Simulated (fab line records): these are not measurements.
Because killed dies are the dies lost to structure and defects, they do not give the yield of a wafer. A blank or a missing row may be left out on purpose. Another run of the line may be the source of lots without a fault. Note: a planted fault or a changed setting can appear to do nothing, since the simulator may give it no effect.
fab line records || flow n5-finfet
record {"lots": 4, "wafers": 12, "last-day": 18}
route steps=1938 shown BEOL_M15@1819 PASS1_DEP@1831 MIM_BOT@1832 MIM_TOP@1834 MIM_TOP_LITHO@1839 MIM_TOP_ETCH@1851 MIM_BOT_LITHO@1854 MIM_BOT_ETCH@1868
lots untouched by any fault: they come from a run of this same line in which no faults occurred
start-h: hours from the record's first day to the start of the lot's first wafer shown || wait-h: hours from the lot's prior step to this one || " as in the row above || L1.1+2: a single row standing in for several wafers || - no value, or no start given || * or withheld: withheld || < > ~ a bound
route shown NAME@n: names a module that has steps shown in the file, with the first one's number in the route || usual: mean/standard deviation of fault-free wafers || same: alike in all rows || chamber/n: place in a boat || sites: the reading at each site || _std_site: the standard deviation of these || _edge_site: inner sites' mean taken away from outer sites' mean || radius-mm: for every site, how far away it sits from the centre of the wafer || mask NAME#n: copy n || behind: the most recent tool/chamber to have shaped the wafer || hold: why the lot was held/for how many hours/how that ended || device: names the non-switching transistor (n, p or np) || end of line: tests run on the same wafers once the route is complete || for a step that has no rows: nothing shown but its recipe || killed: count of dies lost to structure and defects at first sort (not the wafer's yield) || map: dies across one wafer; x = killed, . = not, _ = none there
set.NAME: the setting as run; set.NAME@STEP: as run at that earlier step || model.NAME: the simulator's own value behind a step, which no gauge read
a table for each step, a row for each wafer; lots at some steps of the route
services: the hour from which a tool's chamber was out of use, counted from the record's first day as start-h (under 0 if before that day), plus the number of hours and why
## steps
# step N5_BEOL_M15_SPUTTER_43
# recipe {"material": "TaN", "target-thk-a": 150, "temp-c": 50, "bias-v": 168.6, "power-w": 15000, "chamber-pressure-pa": 0.12, "time-s": 24.19}
# step N5_BEOL_M15_SPUTTER_44
# recipe {"material": "Ta", "target-thk-a": 150, "temp-c": 50, "bias-v": 80, "power-w": 15000, "chamber-pressure-pa": 0.07, "time-s": 24.19}
# step N5_BEOL_M15_SPUTTER_45
# recipe {"material": "Cu", "target-thk-a": 1000, "temp-c": -20, "bias-v": 60, "power-w": 26000, "chamber-pressure-pa": 0.13, "time-s": 16.67}
# step N5_BEOL_M15_ECD_47
# recipe {"material": "Cu", "target-thk-a": 18600}
# step N5_BEOL_M15_ANNEAL_48
# recipe {"temp-c": 225, "time-s": 90, "ambient": "N2"}
# step N5_BEOL_M15_CMP_49
# recipe {"stop-on": "SiO2", "t-overpolish-s": 4.9, "down-force-psi": 2, "platen-rpm": 80, "clearing-platen-down-force-psi": 2, "clearing-platen-rpm": 80, "post-cmp-clean": "cu-alkaline", "target-thk-nm": 850, "clearing-platen-pad-velocity-m-s": 1.5917, "pad-velocity-m-s": 1.5917}
# step N5_BEOL_M15_PRE_CLEAN_52
# recipe {"gas": "NH3", "time-s": 15, "temp-c": "withheld", "rf-power-w": 300}
# step N5_BEOL_M15_DEP_53
# recipe {"material": "SiCN", "target-thk-a": 500, "temp-c": "withheld", "precursor": "3MS/NH3", "pressure-torr": 3, "rf-w": 675, "time-s": 17.8}
# step N5_PASSIVATION_PECVD_00
# recipe {"material": "SiO2", "target-thk-a": 2000, "temp-c": 400, "precursor": "SiH4/N2O", "pressure-torr": 2.7, "rf-w": 608, "time-s": 11.2}
# usual {"heater-power-w": "637/120", "showerhead-plenum-p-Torr": "8.19/0.098", "showerhead-vpp-V": "1555/91", "throttle-valve-pct": "50.2/1.9"}
{"lot.wafer": "L996.1", "tool": "pecvd-04", "chamber": 0, "start-h": 272.96, "wait-h": 0.8, "heater-power-w": 506, "showerhead-plenum-p-Torr": 8.33, "showerhead-vpp-V": 1691, "throttle-valve-pct": 52.7, "model.SiO2_of_PASSIVATION_PECVD_00.thk-nm": 200.8}
{"lot.wafer": "L996.2", "tool": "pecvd-04", "chamber": 2, "start-h": 272.96, "wait-h": 0.8, "heater-power-w": 626, "showerhead-plenum-p-Torr": 8.16, "showerhead-vpp-V": 1600, "throttle-valve-pct": 49.9, "model.SiO2_of_PASSIVATION_PECVD_00.thk-nm": 200.6}
{"lot.wafer": "L996.5", "tool": "pecvd-04", "chamber": 0, "start-h": 272.96, "wait-h": 0.8, "heater-power-w": 515, "showerhead-plenum-p-Torr": 8.35, "showerhead-vpp-V": 1734, "throttle-valve-pct": 52.5, "model.SiO2_of_PASSIVATION_PECVD_00.thk-nm": 205.6}
{"lot.wafer": "L107.1", "tool": "pecvd-04", "chamber": 1, "start-h": 378.11, "wait-h": 0.8, "heater-power-w": 583, "showerhead-plenum-p-Torr": 8.20, "showerhead-vpp-V": 1516, "throttle-valve-pct": 48.1, "model.SiO2_of_PASSIVATION_PECVD_00.thk-nm": 146.6}
{"lot.wafer": "L107.3", "tool": "pecvd-04", "chamber": 0, "start-h": 378.11, "wait-h": 0.8, "heater-power-w": 525, "showerhead-plenum-p-Torr": 8.35, "showerhead-vpp-V": 1727, "throttle-valve-pct": 52.4, "model.SiO2_of_PASSIVATION_PECVD_00.thk-nm": 199.6}
{"lot.wafer": "L107.4", "tool": "pecvd-04", "chamber": 2, "start-h": 378.11, "wait-h": 0.8, "heater-power-w": 585, "showerhead-plenum-p-Torr": 8.13, "showerhead-vpp-V": 1622, "throttle-valve-pct": 50.6, "model.SiO2_of_PASSIVATION_PECVD_00.thk-nm": 198.8}
{"lot.wafer": "L113.2", "tool": "pecvd-02", "chamber": 1, "start-h": 389.21, "wait-h": 0.7, "heater-power-w": 815, "showerhead-plenum-p-Torr": 8.23, "showerhead-vpp-V": 1448, "throttle-valve-pct": 52.3, "model.SiO2_of_PASSIVATION_PECVD_00.thk-nm": 197.8}
{"lot.wafer": "L113.3", "tool": "pecvd-02", "chamber": 2, "start-h": 389.21, "wait-h": 0.7, "heater-power-w": 716, "showerhead-plenum-p-Torr": 8.05, "showerhead-vpp-V": 1650, "throttle-valve-pct": 51.7, "model.SiO2_of_PASSIVATION_PECVD_00.thk-nm": 196.6}
{"lot.wafer": "L113.5", "tool": "pecvd-02", "chamber": 0, "start-h": 389.21, "wait-h": 0.7, "heater-power-w": 565, "showerhead-plenum-p-Torr": 8.11, "showerhead-vpp-V": 1615, "throttle-valve-pct": 48.1, "model.SiO2_of_PASSIVATION_PECVD_00.thk-nm": 201.6}
{"lot.wafer": "L114.2", "tool": "pecvd-04", "chamber": 0, "start-h": 416.09, "wait-h": 0.7, "heater-power-w": 512, "showerhead-plenum-p-Torr": 8.32, "showerhead-vpp-V": 1720, "throttle-valve-pct": 52.3, "model.SiO2_of_PASSIVATION_PECVD_00.thk-nm": 196}
{"lot.wafer": "L114.5", "tool": "pecvd-04", "chamber": 0, "start-h": 416.09, "wait-h": 0.7, "heater-power-w": 501, "showerhead-plenum-p-Torr": 8.32, "showerhead-vpp-V": 1731, "throttle-valve-pct": 52.4, "model.SiO2_of_PASSIVATION_PECVD_00.thk-nm": 150.2}
{"lot.wafer": "L114.6", "tool": "pecvd-04", "chamber": 2, "start-h": 416.09, "wait-h": 0.7, "heater-power-w": 653, "showerhead-plenum-p-Torr": 8.16, "showerhead-vpp-V": 1617, "throttle-valve-pct": 50.9, "model.SiO2_of_PASSIVATION_PECVD_00.thk-nm": 148.8}
# step N5_MIM_BOT_DEGAS_01
# recipe {"ambient": "vacuum", "temp-c": 300, "time-s": 60}
# step N5_MIM_BOT_SPUTTER_00
# recipe {"material": "TiN", "target-thk-a": 350, "temp-c": 200, "power-w": 3000, "chamber-pressure-pa": 0.49996, "gas": "Ar", "reactive-partial-pa": 0.37997, "time-s": 89.7}
# step N5_MIM_TOP_ALD_00
# recipe {"material": "Al2O3", "target-thk-a": "*", "temp-c": "withheld", "ald-precursor-family": "TMA", "ald-co-reactant": "O3", "pulse-time-s": "withheld", "purge-time-s": 3, "co-reactant-purge-time-s": "withheld", "co-reactant-pulse-time-s": 3, "ald-cycles": "withheld"}
# step N5_MIM_TOP_ALD_01
# recipe {"material": "HfO2", "target-thk-a": 56, "temp-c": "withheld", "ald-precursor-family": "Hf-amide", "ald-co-reactant": "O3", "pulse-time-s": 1, "purge-time-s": 3, "co-reactant-purge-time-s": 2, "co-reactant-pulse-time-s": 3, "ald-cycles": 62}
# step N5_MIM_TOP_ALD_02
# recipe {"material": "Al2O3", "target-thk-a": "*", "temp-c": "withheld", "ald-precursor-family": "TMA", "ald-co-reactant": "O3", "pulse-time-s": "withheld", "purge-time-s": 3, "co-reactant-purge-time-s": "withheld", "co-reactant-pulse-time-s": 3, "ald-cycles": "withheld"}
# step N5_MIM_TOP_DEGAS_04
# recipe {"ambient": "vacuum", "temp-c": 300, "time-s": 60}
# step N5_MIM_TOP_SPUTTER_03
# recipe {"material": "TiN", "target-thk-a": 350, "temp-c": 200, "power-w": 3000, "chamber-pressure-pa": 0.49996, "gas": "Ar", "reactive-partial-pa": 0.37997, "time-s": 89.7}
# step N5_MIM_TOP_LITHO_HMDS_01
# recipe {"time-s": 60, "temp-c": 120}
# step N5_MIM_TOP_LITHO_COAT_02
# recipe {"spin-rpm": "*", "resist-thk-nm": "*"}
# step N5_MIM_TOP_LITHO_EBR_04
# recipe {"solvent": "PGMEA", "ebr-width-mm": 1.5}
# step N5_MIM_TOP_LITHO_SOFTBAKE_03
# recipe {"temp-c": 100, "time-s": 90}
# step N5_MIM_TOP_LITHO_EXPOSE_05
# recipe {"mask-id": "MIM_TOP", "na": 0.55, "source-shape": "conventional", "sigma-outer": 0.8, "polarization": "unpolarized", "target-cd-nm": 2000, "dose-mj": 20.5}
# step N5_MIM_TOP_LITHO_PEB_06
# recipe {"peb-temp-c": "withheld", "peb-time-s": "*"}
# step N5_MIM_TOP_LITHO_DEVELOP_07
# recipe {"develop-time-s": 60, "rinse-liquid": "diw", "dry": "air-spin", "dev-temp-c": 21}
# step N5_MIM_TOP_LITHO_HARDBAKE_09
# recipe {"temp-c": 130, "time-s": 120}
# step N5_MIM_TOP_LITHO_DESCUM_10
# recipe {"chemistry": "O2", "time-s": 7.9, "source-power-w": 50, "bias-power-w": 20, "pressure-mtorr": 20, "rf-frequency-hz": 2.712e+07, "temp-c": 40, "o2-flow-sccm": 225}
# step N5_MIM_TOP_ETCH_ETCH_00
# recipe {"chemistry": "Cl2/BCl3", "target": "TiN", "target-depth-a": 385, "ion-energy-ev": 150, "pressure-mtorr": 10, "icp-w": 1000, "bias-w": 126, "Cl2_flow_sccm": 53.25, "bcl3-flow-sccm": 21.75, "Ar_flow_sccm": 25}
# step N5_MIM_TOP_ETCH_STRIP_01
# recipe {"chemistry": "O2", "power-w": 600, "temp-c": 60, "pressure-mtorr": 30, "rf-frequency-hz": 6e+07, "bias-power-w": 0, "overash-fraction": 0.5, "o2-flow-sccm": 225}
# step N5_MIM_TOP_ETCH_PECVD_03
# recipe {"material": "SiNx", "target-thk-a": 200, "temp-c": 400, "precursor": "SiH4/NH3/N2", "pressure-torr": 1.5, "rf-w": 300, "time-s": 17.6}
# step N5_MIM_BOT_LITHO_HMDS_01
# recipe {"time-s": 60, "temp-c": 120}
# step N5_MIM_BOT_LITHO_COAT_02
# recipe {"spin-rpm": "*", "resist-thk-nm": "*"}
# step N5_MIM_BOT_LITHO_EBR_04
# recipe {"solvent": "PGMEA", "ebr-width-mm": 1.5}
# step N5_MIM_BOT_LITHO_SOFTBAKE_03
# recipe {"temp-c": 100, "time-s": 90}
# step N5_MIM_BOT_LITHO_EXPOSE_05
# recipe {"mask-id": "MIM_BOT", "na": 0.55, "source-shape": "conventional", "sigma-outer": 0.8, "polarization": "unpolarized", "dose-mj": 24.25}
# step N5_MIM_BOT_LITHO_PEB_06
# recipe {"peb-temp-c": "withheld", "peb-time-s": "*"}
# step N5_MIM_BOT_LITHO_DEVELOP_07
# recipe {"develop-time-s": 60, "rinse-liquid": "diw", "dry": "air-spin", "dev-temp-c": 21}
# step N5_MIM_BOT_ETCH_ETCH_00
# recipe {"chemistry": "Cl2/BCl3", "target": "TiN", "target-depth-a": 455, "ion-energy-ev": 150, "pressure-mtorr": 10, "icp-w": 1000, "bias-w": 126, "Cl2_flow_sccm": 53.25, "bcl3-flow-sccm": 21.75, "Ar_flow_sccm": 25}
# usual {"bcl3-flow-sccm": "21.75/0.068", "drypump-motor-current-A": "5.7/0.61", "mfc-cl2-sccm": "53.27/0.15", "oes-product-au": "0.81/0.077", "throttle-valve-pct": "21.88/0.12"}
{"lot.wafer": "L996.1", "tool": "rie-metal-01", "chamber": 1, "start-h": 277.03, "wait-h": 0.1, "bcl3-flow-sccm": 21.80, "drypump-motor-current-A": 5.9, "mfc-cl2-sccm": 53.47, "oes-product-au": 0.86, "rf-hours-counter-h": 15, "throttle-valve-pct": 21.74, "model.SiO2_of_PASSIVATION_PECVD_00.thk-nm": 198.2}
{"lot.wafer": "L996.2", "tool": "rie-metal-01", "chamber": 0, "start-h": 277.03, "wait-h": 0.1, "bcl3-flow-sccm": 21.67, "drypump-motor-current-A": 4.6, "mfc-cl2-sccm": 53.10, "oes-product-au": 0.89, "rf-hours-counter-h": 17, "throttle-valve-pct": 21.73, "model.SiO2_of_PASSIVATION_PECVD_00.thk-nm": 198}
{"lot.wafer": "L996.5", "tool": "rie-metal-01", "chamber": 0, "start-h": 277.03, "wait-h": 0.1, "bcl3-flow-sccm": 21.73, "drypump-motor-current-A": 4.6, "mfc-cl2-sccm": 53.14, "oes-product-au": 0.90, "rf-hours-counter-h": "-", "throttle-valve-pct": 21.75, "model.SiO2_of_PASSIVATION_PECVD_00.thk-nm": 203}
{"lot.wafer": "L107.1", "tool": "rie-metal-03", "chamber": 1, "start-h": 382.79, "wait-h": 0.1, "bcl3-flow-sccm": 21.76, "drypump-motor-current-A": 5.7, "mfc-cl2-sccm": 53.01, "oes-product-au": 0.72, "rf-hours-counter-h": 59, "throttle-valve-pct": 21.90, "model.SiO2_of_PASSIVATION_PECVD_00.thk-nm": 144}
{"lot.wafer": "L107.3", "tool": "rie-metal-03", "chamber": 1, "start-h": 382.79, "wait-h": 0.1, "bcl3-flow-sccm": 21.72, "drypump-motor-current-A": 5.7, "mfc-cl2-sccm": 53.23, "oes-product-au": 0.72, "rf-hours-counter-h": "-", "throttle-valve-pct": 21.86, "model.SiO2_of_PASSIVATION_PECVD_00.thk-nm": 197}
{"lot.wafer": "L107.4", "tool": "rie-metal-03", "chamber": 0, "start-h": 382.79, "wait-h": 0.1, "bcl3-flow-sccm": 21.71, "drypump-motor-current-A": 6.5, "mfc-cl2-sccm": 53.33, "oes-product-au": 0.78, "rf-hours-counter-h": "-", "throttle-valve-pct": 21.92, "model.SiO2_of_PASSIVATION_PECVD_00.thk-nm": 196.2}
{"lot.wafer": "L113.2", "tool": "rie-metal-03", "chamber": 0, "start-h": 395.70, "wait-h": 0.1, "bcl3-flow-sccm": 21.68, "drypump-motor-current-A": 6.5, "mfc-cl2-sccm": 53.20, "oes-product-au": 0.79, "rf-hours-counter-h": 32, "throttle-valve-pct": 21.91, "model.SiO2_of_PASSIVATION_PECVD_00.thk-nm": 195.2}
{"lot.wafer": "L113.3", "tool": "rie-metal-03", "chamber": 0, "start-h": 395.70, "wait-h": 0.1, "bcl3-flow-sccm": 21.62, "drypump-motor-current-A": 6.4, "mfc-cl2-sccm": 53.48, "oes-product-au": 0.78, "rf-hours-counter-h": "-", "throttle-valve-pct": 21.93, "model.SiO2_of_PASSIVATION_PECVD_00.thk-nm": 194.2}
{"lot.wafer": "L113.5", "tool": "rie-metal-03", "chamber": 1, "start-h": 395.70, "wait-h": 0.1, "bcl3-flow-sccm": 21.75, "drypump-motor-current-A": 5.7, "mfc-cl2-sccm": 53.17, "oes-product-au": 0.71, "rf-hours-counter-h": "-", "throttle-valve-pct": 21.87, "model.SiO2_of_PASSIVATION_PECVD_00.thk-nm": 199}
{"lot.wafer": "L114.2", "tool": "rie-metal-01", "chamber": 1, "start-h": 418.81, "wait-h": 0.1, "bcl3-flow-sccm": 21.85, "drypump-motor-current-A": 5.9, "mfc-cl2-sccm": 52.98, "oes-product-au": 0.82, "rf-hours-counter-h": 24, "throttle-valve-pct": 21.76, "model.SiO2_of_PASSIVATION_PECVD_00.thk-nm": 193.4}
{"lot.wafer": "L114.5", "tool": "rie-metal-01", "chamber": 0, "start-h": 418.81, "wait-h": 0.1, "bcl3-flow-sccm": 21.77, "drypump-motor-current-A": 4.6, "mfc-cl2-sccm": 53.42, "oes-product-au": 0.86, "rf-hours-counter-h": "-", "throttle-valve-pct": 21.74, "model.SiO2_of_PASSIVATION_PECVD_00.thk-nm": 147.4}
{"lot.wafer": "L114.6", "tool": "rie-metal-01", "chamber": 1, "start-h": 418.81, "wait-h": 0.1, "bcl3-flow-sccm": 21.69, "drypump-motor-current-A": 5.9, "mfc-cl2-sccm": 53.28, "oes-product-au": 0.82, "rf-hours-counter-h": "-", "throttle-valve-pct": 21.75, "model.SiO2_of_PASSIVATION_PECVD_00.thk-nm": 146.2}
## services
{"tool": "pecvd-04", "chamber": 2, "start-h": 265.94, "hours": 2.1, "kind": "scheduled-down"}
{"tool": "pecvd-04", "chamber": 0, "start-h": 281.77, "hours": 3.5, "kind": "repair"}
{"tool": "pecvd-02", "chamber": "-", "start-h": 282.92, "hours": 1.1, "kind": "repair"}
{"tool": "rie-metal-03", "chamber": "-", "start-h": 290.84, "hours": 14.6, "kind": "pm"}
{"tool": "pecvd-02", "chamber": 0, "start-h": 299.03, "hours": 5.5, "kind": "scheduled-down"}
{"tool": "pecvd-04", "chamber": "-", "start-h": 299.57, "hours": 1.2, "kind": "repair"}
{"tool": "rie-metal-01", "chamber": "-", "start-h": 340.44, "hours": 28.1, "kind": "pm"}
{"tool": "pecvd-02", "chamber": 0, "start-h": 347.90, "hours": 2.1, "kind": "scheduled-down"}
{"tool": "pecvd-04", "chamber": "-", "start-h": 366.38, "hours": 0.9, "kind": "repair"}
{"tool": "pecvd-02", "chamber": "-", "start-h": 368.91, "hours": 5.5, "kind": "pm"}
{"tool": "rie-metal-03", "chamber": "-", "start-h": 373.47, "hours": 1.4, "kind": "pm"}
{"tool": "rie-metal-01", "chamber": 1, "start-h": 377.35, "hours": 18.0, "kind": "repair"}
{"tool": "pecvd-02", "chamber": 1, "start-h": 410.55, "hours": 2.1, "kind": "scheduled-down"}
{"tool": "pecvd-02", "chamber": 1, "start-h": 412.68, "hours": "-", "kind": "clean"}
{"tool": "pecvd-02", "chamber": 1, "start-h": 412.68, "hours": "-", "kind": "consumable-replace:showerhead"}
## key
first-sign none at tools or gauges
model-effect {"step": "N5_PASSIVATION_PECVD_00", "value": "SiO2_of_PASSIVATION_PECVD_00.thk-nm", "without": 199.7, "struck": 148.5}
model-effect {"step": "N5_MIM_BOT_ETCH_ETCH_00", "value": "SiO2_of_PASSIVATION_PECVD_00.thk-nm", "without": 197, "struck": 145.9}
met-at N5_PASSIVATION_PECVD_00
struck-wafers L107.1,L114.5,L114.6
onset-between 272.96 378.11
fault {"kind": "process-parameter-drift", "tool": "pecvd-04", "chamber": "-", "onset-h": 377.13, "steps": "N5_PASSIVATION_PECVD_00", "channel": "time-s", "offset": "*", "shape": "step", "end-h": 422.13, "scope": "struck-wafers-only", "acts-in": "*", "stated": "*"}
